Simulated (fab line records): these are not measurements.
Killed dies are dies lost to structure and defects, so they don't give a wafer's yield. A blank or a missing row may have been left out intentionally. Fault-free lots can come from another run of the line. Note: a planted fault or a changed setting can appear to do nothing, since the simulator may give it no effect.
fab line records | flow n5-finfet | part 1 of 2: steps 1 to 19 of 24
record lots=5 wafers=15 last-day=17
route steps=1938 shown BEOL_M15@1811 PASS1_DEP@1831 MIM_BOT@1832 MIM_TOP@1834
lots that met no fault: from a run of the same line without faults
start-h: start of the lot's first displayed wafer, in hours after the record's first day | wait-h: hours from the lot's prior step to this one | " identical to the entry in the row above | L1.1+2: a row that stands for several wafers | - either no value or no given start | * or withheld: withheld | < > ~ a bound
route shown NAME@n: a module of which the file shows steps, and the number in the route of the first | usual: mean/standard deviation of fault-free wafers | same: alike in all rows | chamber/n: place in a boat | sites: the reading at each site | _std_site: how widely they spread, as a standard deviation | _edge_site: inner sites' mean taken away from outer sites' mean | radius-mm: for every site, how far away it sits from the centre of the wafer | mask NAME#n: copy n | behind: the most recent tool/chamber to have shaped the wafer | hold: reason for holding the lot/hours on hold/outcome of the hold | device: transistor that didn't switch, given as n, p or np | end of line: tests run on the same wafers once the route is complete | where a step has no rows: the recipe by itself | killed: not the wafer's yield, but the dies lost to structure and defects at the first sort | map: per-die view of a wafer (x killed, . not killed, _ where there is no die)
set.NAME: the setting as run; set.NAME@STEP: as run at that earlier step | model.NAME: the simulator's own value behind a step, which no gauge read
lots at some steps of the route; a table a step, a row a wafer
services: when a tool's chamber went out of use (start-h, in hours from the record's first day, below 0 if earlier), for how many hours, and the reason
## steps
# step N5_BEOL_M15_STRIP_36
# recipe chemistry=O2 power-w=600 temp-c=60 pressure-mtorr=30 rf-frequency-hz=6e+07 bias-power-w=0 overash-fraction=0.3 o2-flow-sccm=225
# usual drypump-motor-current-A=5.6/0.46 oes-product-au=0.81/0.086 rf-vpp-V=3.5/0.93 showerhead-plenum-p-Torr=2.11/0.077 throttle-valve-pct=16.75/0.2
# columns lot.wafer tool chamber start-h wait-h drypump-motor-current-A oes-product-au rf-hours-counter-h rf-vpp-V showerhead-plenum-p-Torr throttle-valve-pct
L074.1 rie-diel-03 2 262.56 0.8 5.3 0.88 24 3.6 2.06 16.33
L074.2 " 0 " " 5.1 0.70 218 3.9 2.06 16.76
L074.5 " 1 " " 5.4 0.85 - 3.1 2.23 16.76
L075.2 rie-diel-03 0 282.66 5.1 5.1 0.70 224 3.8 2.06 16.76
L075.4 " 3 " " 6.3 0.85 75 2.1 2.13 16.91
L075.6 " 0 " " 5.1 0.71 - 2.5 2.06 16.78
L084.2 rie-diel-06 1 323.63 4.2 5.7 0.73 223 2.8 2.07 16.93
L084.3 " 3 " " 6.2 0.83 86 2.1 2.11 16.54
L084.5 " 0 " " 5.2 0.77 - 2.4 2.01 16.50
L091.3 rie-diel-06 0 390.60 2.6 5.2 0.76 137 2.6 2.00 16.56
L091.5 " 0 " " 5.2 0.77 - 4.9 2.00 16.56
L091.6 " 1 " " 5.7 0.71 - 5.4 2.06 16.98
L095.1 rie-diel-04 2 396.60 0.1 5.7 0.88 50 3.2 2.24 16.90
L095.3 " 3 " " 5.2 0.77 116 3.5 2.04 16.80
L095.4 " 1 " " 5.3 0.96 12 4.2 2.05 16.34
# step N5_BEOL_M15_STRIP_62
# recipe chemistry=O2 power-w=600 temp-c=60 pressure-mtorr=30 rf-frequency-hz=6e+07 bias-power-w=0 overash-fraction=0.3 o2-flow-sccm=225
# usual drypump-motor-current-A=5.6/0.45 oes-product-au=0.81/0.086 rf-vpp-V=3.6/0.47 showerhead-plenum-p-Torr=2.11/0.077 throttle-valve-pct=16.75/0.2
# columns lot.wafer tool chamber start-h wait-h drypump-motor-current-A oes-product-au rf-hours-counter-h rf-vpp-V showerhead-plenum-p-Torr throttle-valve-pct
L074.1 rie-diel-03 2 - - 5.3 0.88 24 4.2 2.06 16.30
L074.2 " 0 " " 5.1 0.71 218 3.8 2.06 16.76
L074.5 " 1 " " 5.4 0.86 - 3.1 2.23 16.77
L075.2 rie-diel-03 0 - - 5.1 0.70 224 4.7 2.06 16.79
L075.4 " 3 " " 6.4 0.86 75 2.8 2.14 16.87
L075.6 " 0 " " 5.1 0.71 - 4.5 2.06 16.77
L084.2 rie-diel-06 1 - - 5.7 0.72 223 3.9 2.07 16.94
L084.3 " 3 " " 6.2 0.82 86 3.5 2.11 16.54
L084.5 " 0 " " 5.2 0.78 - 4.1 2.01 16.53
L091.3 rie-diel-06 0 - - 5.2 0.76 137 3.5 2.00 16.57
L091.5 " 0 " " 5.2 0.77 - 3.4 2.00 16.57
L091.6 " 1 " " 5.7 0.71 - 3.8 2.06 16.98
L095.1 rie-diel-04 2 - - 5.7 0.87 50 3.8 2.24 16.90
L095.3 " 3 " " 5.1 0.78 116 3.3 2.04 16.80
L095.4 " 1 " " 5.2 0.95 12 3.9 2.05 16.31
# step N5_BEOL_M15_STRIP_37
# recipe chemistry=O2 power-w=600 temp-c=60 pressure-mtorr=30 rf-frequency-hz=6e+07 bias-power-w=0 overash-fraction=0.3 o2-flow-sccm=225
# usual drypump-motor-current-A=5.6/0.45 oes-product-au=0.81/0.086 rf-vpp-V=3.6/0.64 showerhead-plenum-p-Torr=2.11/0.077 throttle-valve-pct=16.75/0.19
# columns lot.wafer tool chamber start-h wait-h drypump-motor-current-A oes-product-au rf-hours-counter-h rf-vpp-V showerhead-plenum-p-Torr throttle-valve-pct
L074.1 rie-diel-03 2 - - 5.3 0.89 24 3.6 2.06 16.30
L074.2 " 0 " " 5.1 0.71 218 3.6 2.06 16.76
L074.5 " 1 " " 5.4 0.86 - 3.8 2.23 16.78
L075.2 rie-diel-03 0 - - 5.1 0.71 224 3.3 2.06 16.75
L075.4 " 3 " " 6.4 0.85 75 2.7 2.14 16.90
L075.6 " 0 " " 5.1 0.71 - 2.5 2.06 16.77
L084.2 rie-diel-06 1 - - 5.7 0.72 223 2.4 2.07 16.98
L084.3 " 3 " " 6.2 0.82 86 2.8 2.11 16.55
L084.5 " 0 " " 5.2 0.76 - 4.0 2.01 16.53
L091.3 rie-diel-06 0 - - 5.2 0.76 137 3.9 2.00 16.58
L091.5 " 0 " " 5.2 0.75 - 3.4 2.00 16.58
L091.6 " 1 " " 5.7 0.71 - 3.1 2.06 16.99
L095.1 rie-diel-04 2 - - 5.7 0.88 50 4.3 2.24 16.89
L095.3 " 3 " " 5.1 0.77 116 3.9 2.04 16.83
L095.4 " 1 " " 5.2 0.94 12 2.9 2.05 16.33
# step N5_BEOL_M15_ETCH_38
# recipe chemistry=CF4/N2 target=SiCN target-depth-a=1064 taper-deg=2 time-s=120.5 ion-energy-ev=150 mask-material=SiO2 pressure-mtorr=40 source-w=430 bias-w=70 Ar_flow_sccm=100 cf4-flow-sccm=60 n2-flow-sccm=60
# usual cf4-flow-sccm=60.00/0.16 drypump-motor-current-A=5.6/0.46 oes-product-au=0.81/0.093 rf-vpp-V=382.5/1.9 showerhead-plenum-p-Torr=2.22/0.073 throttle-valve-pct=15.50/0.19
# same time-s=120.5
# columns lot.wafer tool chamber start-h wait-h cf4-flow-sccm drypump-motor-current-A oes-product-au rf-hours-counter-h rf-vpp-V showerhead-plenum-p-Torr throttle-valve-pct
L074.1 rie-diel-03 2 - - 59.88 5.3 0.89 24 381.5 2.17 15.08
L074.2 " 0 " " 60.01 5.1 0.68 218 381.9 2.20 15.70
L074.5 " 1 " " 60.15 5.4 0.84 - 387.2 2.33 15.44
L075.2 rie-diel-03 0 - - 59.96 5.1 0.69 224 381.6 2.20 15.71
L075.4 " 3 " " 60.08 6.5 0.86 75 384.0 2.24 15.63
L075.6 " 0 " " 60.05 5.1 0.69 - 382.4 2.20 15.71
L084.2 rie-diel-06 1 - - 60.08 5.7 0.70 223 381.7 2.17 15.75
L084.3 " 3 " " 60.01 6.2 0.80 86 383.7 2.24 15.36
L084.5 " 0 " " 59.94 5.2 0.75 - 380.7 2.13 15.37
L091.3 rie-diel-06 0 - - 59.92 5.2 0.74 137 382.2 2.12 15.38
L091.5 " 0 " " 60.15 5.2 0.73 - 378.5 2.12 15.42
L091.6 " 1 " " 59.82 5.7 0.69 - 382.8 2.17 15.77
L095.1 rie-diel-04 2 - - 60.01 5.7 0.89 50 387.6 2.34 15.54
L095.3 " 3 " " 60.08 5.2 0.78 116 381.5 2.13 15.43
L095.4 " 1 " " 60.42 5.2 0.96 12 380.8 2.16 15.08
# step N5_BEOL_M15_PRECLEAN_39
# recipe chemistry=residue-remover time-s=60 temp-c=40
# usual bath-guard-temp-C=40.1/0.4
# same time-s=60
# columns lot.wafer tool chamber start-h wait-h bath-guard-temp-C
L074.1 wet-bench-05 0 262.84 - 40.2
L074.2 " 2 " " 40.8
L074.5 " 1 " " 39.5
L075.2 wet-bench-05 0 282.93 - 39.8
L075.4 " 6 " " 39.9
L075.6 " 3 " " 40.5
L084.2 wet-bench-05 1 323.91 - 39.9
L084.3 " 2 " " 40.6
L084.5 " 3 " " 40.2
L091.3 wet-bench-01 3 390.87 - 40.6
L091.5 " 7 " " 39.8
L091.6 " 2 " " 40.1
L095.1 wet-bench-05 4 396.88 - 39.7
L095.3 " 0 " " 39.8
L095.4 " 2 " " 40.0
# step N5_BEOL_M15_SRD_40
# recipe time-s=30 temp-c=23 rinse-liquid=diw dry=n2-spin spin-rpm=1500 dry-time-s=30
# same time-s=30
# columns lot.wafer tool chamber start-h wait-h
L074.1+2+5 wet-bench-05 0,2,1 262.86 0.0
L075.2+4+6 wet-bench-05 0,6,3 282.95 0.0
L084.2+3+5 wet-bench-05 1,2,3 323.93 0.0
L091.3+5+6 wet-bench-01 3,7,2 390.89 0.0
L095.1+3+4 wet-bench-05 4,0,2 396.92 0.0
# step N5_BEOL_M15_DEGAS_41
# recipe ambient=vacuum temp-c=300 time-s=60
# usual heater-power-w=475/33
# same time-s=60
# columns lot.wafer tool chamber start-h wait-h heater-power-w
L074.1 pvd-sputter-01 - 263.23 0.4 488
L074.2 " - " " 538
L074.5 " - " " 533
L075.2 pvd-sputter-03 - 284.81 1.8 497
L075.4 " - " " 409
L075.6 " - " " 399
L084.2 pvd-sputter-02 - 324.27 0.3 445
L084.3 " - " " 443
L084.5 " - " " 474
L091.3 pvd-sputter-01 - 391.21 0.3 436
L091.5 " - " " 532
L091.6 " - " " 429
L095.1 pvd-sputter-03 - 397.46 0.5 408
L095.3 " - " " 459
L095.4 " - " " 477
# step N5_BEOL_M15_PRE_CLEAN_42
# recipe gas=H2/He time-s=30 temp-c=300
# usual heater-power-w=474/34
# same time-s=30
# columns lot.wafer tool chamber start-h wait-h heater-power-w
L074.1 pvd-sputter-01 - 263.27 0.0 490
L074.2 " - " " 510
L074.5 " - " " 527
L075.2 pvd-sputter-03 - 284.85 0.0 506
L075.4 " - " " 404
L075.6 " - " " 411
L084.2 pvd-sputter-02 - 324.31 0.0 437
L084.3 " - " " 439
L084.5 " - " " 480
L091.3 pvd-sputter-01 - 391.25 0.0 437
L091.5 " - " " 521
L091.6 " - " " 423
L095.1 pvd-sputter-03 - 397.50 0.0 410
L095.3 " - " " 470
L095.4 " - " " 467
# step N5_BEOL_M15_SPUTTER_43
# recipe material=TaN target-thk-a=150 temp-c=50 bias-v=168.6 power-w=15000 chamber-pressure-pa=0.12 time-s=24.19
# usual chamber-pressure-pa=0.12/0.00024 substrate-temp-c=50.01/0.12 throttle-valve-pct=29.6/0.89
# same time-s=24.19
# columns lot.wafer tool chamber start-h wait-h chamber-pressure-pa substrate-temp-c throttle-valve-pct
L074.1 pvd-sputter-01 - 263.31 0.0 0.11986 49.99 28.8
L074.2 " - " " 0.11964 49.90 28.2
L074.5 " - " " 0.11994 49.92 28.3
L075.2 pvd-sputter-03 - 284.89 0.0 0.12004 49.91 28.6
L075.4 " - " " 0.12036 49.97 30.8
L075.6 " - " " 0.12024 49.85 30.7
L084.2 pvd-sputter-02 - 324.35 0.0 0.11969 50.19 29.4
L084.3 " - " " 0.11989 50.02 30.4
L084.5 " - " " 0.11975 50.07 30.5
L091.3 pvd-sputter-01 - 391.29 0.0 0.11976 49.93 29.8
L091.5 " - " " 0.11958 50.16 28.1
L091.6 " - " " 0.12013 49.98 30.2
L095.1 pvd-sputter-03 - 397.54 0.0 0.12003 49.92 31.0
L095.3 " - " " 0.12013 50.11 29.3
L095.4 " - " " 0.12013 49.89 30.5
# step N5_BEOL_M15_SPUTTER_44
# recipe material=Ta target-thk-a=150 temp-c=50 bias-v=80 power-w=15000 chamber-pressure-pa=0.07 time-s=24.19
# usual chamber-pressure-pa=0.06999/0.00013 substrate-temp-c=50.01/0.11 throttle-valve-pct=29.7/0.9
# same time-s=24.19
# columns lot.wafer tool chamber start-h wait-h chamber-pressure-pa substrate-temp-c throttle-valve-pct
L074.1 pvd-sputter-01 - 263.39 0.0 0.07003 49.91 28.8
L074.2 " - " " 0.07012 50.02 28.2
L074.5 " - " " 0.07004 50.35 28.2
L075.2 pvd-sputter-03 - 284.97 0.0 0.07017 49.99 28.9
L075.4 " - " " 0.06989 50.05 30.6
L075.6 " - " " 0.06987 50.10 31.0
L084.2 pvd-sputter-02 - 324.43 0.0 0.06986 49.88 29.5
L084.3 " - " " 0.07013 50.11 31.0
L084.5 " - " " 0.06996 49.94 30.3
L091.3 pvd-sputter-01 - 391.37 0.0 0.06975 49.99 30.1
L091.5 " - " " 0.06989 50.03 28.5
L091.6 " - " " 0.06987 50.00 30.1
L095.1 pvd-sputter-03 - 397.62 0.0 0.06983 50.04 30.8
L095.3 " - " " 0.06994 49.98 29.4
L095.4 " - " " 0.06991 49.99 30.6
# step N5_BEOL_M15_SPUTTER_45
# recipe material=Cu target-thk-a=1000 temp-c=-20 bias-v=60 power-w=26000 chamber-pressure-pa=0.13 time-s=16.67
# usual chamber-pressure-pa=0.1300/0.00031 substrate-temp-c=-20.00/0.11 throttle-valve-pct=29.6/0.92
# same time-s=16.67
# columns lot.wafer tool chamber start-h wait-h chamber-pressure-pa substrate-temp-c throttle-valve-pct
L074.1 pvd-sputter-01 - 263.47 0.0 0.1299 -19.96 28.8
L074.2 " - " " 0.1303 -19.78 28.4
L074.5 " - " " 0.1303 -19.93 28.2
L075.2 pvd-sputter-03 - 285.05 0.0 0.1304 -20.12 28.6
L075.4 " - " " 0.1302 -20.03 30.7
L075.6 " - " " 0.1307 -20.00 30.8
L084.2 pvd-sputter-02 - 324.51 0.0 0.1301 -19.87 29.9
L084.3 " - " " 0.1303 -20.17 30.5
L084.5 " - " " 0.1303 -19.96 30.2
L091.3 pvd-sputter-01 - 391.45 0.0 0.1302 -20.07 30.0
L091.5 " - " " 0.1302 -20.00 28.4
L091.6 " - " " 0.1297 -19.97 30.1
L095.1 pvd-sputter-03 - 397.70 0.0 0.1305 -19.96 30.9
L095.3 " - " " 0.1294 -19.89 29.3
L095.4 " - " " 0.1300 -19.92 30.4
# step N5_BEOL_M15_ECD_47
# recipe material=Cu target-thk-a=18600
# columns lot.wafer tool chamber start-h wait-h
L074.1+2+5 ecd-cu-01 1,0,0 263.59 0.1
L075.2+4+6 ecd-cu-01 1 285.16 0.1
L084.2+3+5 ecd-cu-02 1,0,0 324.63 0.1
L091.3+5+6 ecd-cu-02 0,1,0 391.64 0.2
L095.1+3+4 ecd-cu-02 1,1,0 397.82 0.1
# step N5_BEOL_M15_ANNEAL_48
# recipe temp-c=225 time-s=90 ambient=N2
# usual wafer_temp_C_max=225.7/0.36
# same time-s=90
# columns lot.wafer tool chamber start-h wait-h wafer_temp_C_max
L074.1 rtp-anneal-01 0 263.92 0.3 226.2
L074.2 " 0 " " 226.3
L074.5 " 0 " " 226.1
L075.2 rtp-anneal-02 0 286.18 0.9 225.7
L075.4 " 0 " " 225.6
L075.6 " 0 " " 225.4
L084.2 rtp-anneal-02 0 325.05 0.4 225.4
L084.3 " 0 " " 225.4
L084.5 " 0 " " 226.0
L091.3 rtp-anneal-02 0 391.90 0.2 225.2
L091.5 " 0 " " 225.6
L091.6 " 0 " " 225.8
L095.1 rtp-anneal-01 0 398.06 0.2 225.8
L095.3 " 0 " " 225.9
L095.4 " 0 " " 226.1
# step N5_BEOL_M15_CMP_49
# recipe stop-on=SiO2 t-overpolish-s=4.9 down-force-psi=2 platen-rpm=80 clearing-platen-down-force-psi=2 clearing-platen-rpm=80 post-cmp-clean=cu-alkaline target-thk-nm=850 clearing-platen-pad-velocity-m-s=1.5917 pad-velocity-m-s=1.5917
# usual barrier-field-endpoint-s=11.37/0.29 motor-current-A=8.4/0.94 overpolish-run-s=4.899/0.0099 retaining-ring-pressure-frac=1.000/0.0053
# columns lot.wafer tool chamber start-h wait-h barrier-field-endpoint-s motor-current-A overpolish-run-s retaining-ring-pressure-frac
L074.2 cmp-03 0 264.29 0.3 11.52 9.5 4.903 1.005
L074.1 " 1 " " 11.75 7.8 4.881 1.003
L074.5 " 3 " " 11.79 7.8 4.905 1.001
L075.2 cmp-02 0 287.06 0.8 11.17 8.9 4.907 1.009
L075.4 " 2 " " 10.75 8.1 4.899 1.001
L075.6 " 0 " " 10.99 9.0 4.913 0.999
L084.2 cmp-02 2 325.58 0.4 11.00 8.1 4.897 1.001
L084.3 " 0 " " 11.14 8.7 4.888 0.993
L084.5 " 2 " " 10.92 7.9 4.894 0.993
L091.3 cmp-04 0 392.15 0.2 11.31 8.3 4.886 0.995
L091.6 " 3 " " 10.92 8.6 4.911 1.004
L091.5 " 0 " " 11.42 8.0 4.914 0.993
L095.4 cmp-02 3 398.46 0.2 11.32 8.3 4.892 0.997
L095.3 " 0 " " 11.02 8.7 4.892 0.994
L095.1 " 1 " " 11.54 10.1 4.903 1.005
# step N5_BEOL_M15_THK_MEAS_50
# recipe thk-meas-gauge=xrf reads=Cu_of_BEOL_M15_ECD_47
# usual M15_THK=850/21
# columns lot.wafer tool chamber start-h wait-h M15_THK[nm]
L074.1 film-metro-01 - 264.51 - 876
L074.2 " - " " 811
L074.5 " - " " 835
L075.2 film-metro-02 - 287.32 - 811
L075.4 " - " " 856
L075.6 " - " " 852
L084.2 film-metro-02 - 325.84 - 879
L084.3 " - " " 835
L084.5 " - " " 888
L091.3 film-metro-01 - 392.40 - 850
L091.5 " - " " 876
L091.6 " - " " 836
L095.1 film-metro-02 - 398.76 - 886
L095.3 " - " " 852
L095.4 " - " " 839
# step N5_BEOL_M15_PRE_CLEAN_52
# recipe gas=NH3 time-s=15 temp-c=withheld rf-power-w=300
# same time-s=15
# columns lot.wafer tool chamber start-h wait-h
L074.1+2+5 pecvd-03 0,1,1 264.55 0.0
L075.2+4+6 pecvd-03 0,0,2 287.36 0.0
L084.2+3+5 pecvd-03 2,0,2 325.87 0.0
L091.3+5+6 pecvd-04 1,0,1 392.45 0.0
L095.1+3+4 pecvd-04 0,1,1 398.79 0.0
# step N5_BEOL_M15_DEP_53
# recipe material=SiCN target-thk-a=500 temp-c=withheld precursor=3MS/NH3 pressure-torr=3 rf-w=675 time-s=17.8
# usual showerhead-plenum-p-Torr=4.156/0.025 throttle-valve-pct=17.9/1.4
# same time-s=17.8
# columns lot.wafer tool chamber start-h wait-h showerhead-plenum-p-Torr throttle-valve-pct
L074.1 pecvd-03 0 264.57 0.0 4.146 21.9
L074.2 " 1 " " 4.117 18.8
L074.5 " 1 " " 4.118 18.8
L075.2 pecvd-03 0 287.38 0.0 4.158 22.0
L075.4 " 0 " " 4.151 22.3
L075.6 " 2 " " 4.151 16.5
L084.2 pecvd-03 2 325.91 0.0 4.135 16.5
L084.3 " 0 " " 4.142 22.3
L084.5 " 2 " " 4.135 16.3
L091.3 pecvd-04 1 392.47 0.0 4.159 18.0
L091.5 " 0 " " 4.143 18.1
L091.6 " 1 " " 4.154 18.3
L095.1 pecvd-04 0 398.82 0.0 4.153 17.9
L095.3 " 1 " " 4.153 18.4
L095.4 " 1 " " 4.168 18.3
# step N5_BEOL_M15_RS_MEAS_54
# recipe thk-meas-gauge=four-point-probe reads=Cu_of_BEOL_M15_ECD_47+Ta_of_BEOL_M15_SPUTTER_44+TaN_of_BEOL_M15_SPUTTER_43
# usual M15_RS=0.0217/0.00054
# columns lot.wafer tool chamber start-h wait-h M15_RS[ohm/sq]
L074.1 film-metro-02 - 264.64 0.0 0.0212
L074.2 " - " " 0.0228
L074.5 " - " " 0.0222
L075.2 film-metro-01 - 287.45 0.1 0.0226
L075.4 " - " " 0.0215
L075.6 " - " " 0.0216
L084.2 film-metro-02 - 326.00 0.1 0.0210
L084.3 " - " " 0.0221
L084.5 " - " " 0.0208
L091.3 film-metro-01 - 392.54 0.1 0.0217
L091.5 " - " " 0.0211
L091.6 " - " " 0.0222
L095.1 film-metro-02 - 398.89 0.0 0.0209
L095.3 " - " " 0.0218
L095.4 " - " " 0.0221
# step N5_BEOL_M15_INSPECT_55
# recipe inspect-instrument=darkfield mode=post-dep
# usual raw-defect-count=72/24
# columns lot.wafer tool chamber start-h wait-h raw-defect-count
L074.1 defect-inspect-01 - 264.66 0.0 69
L074.2 " - " " 56
L074.5 " - " " 107
L075.2 defect-inspect-02 - 287.48 0.0 64
L075.4 " - " " 76
L075.6 " - " " 36
L084.2 defect-inspect-01 - 326.02 0.0 64
L084.3 " - " " 36
L084.5 " - " " 39
L091.3 defect-inspect-02 - 392.57 0.0 87
L091.5 " - " " 58
L091.6 " - " " 63
L095.1 defect-inspect-01 - 398.91 0.0 56
L095.3 " - " " 61
L095.4 " - " " 54
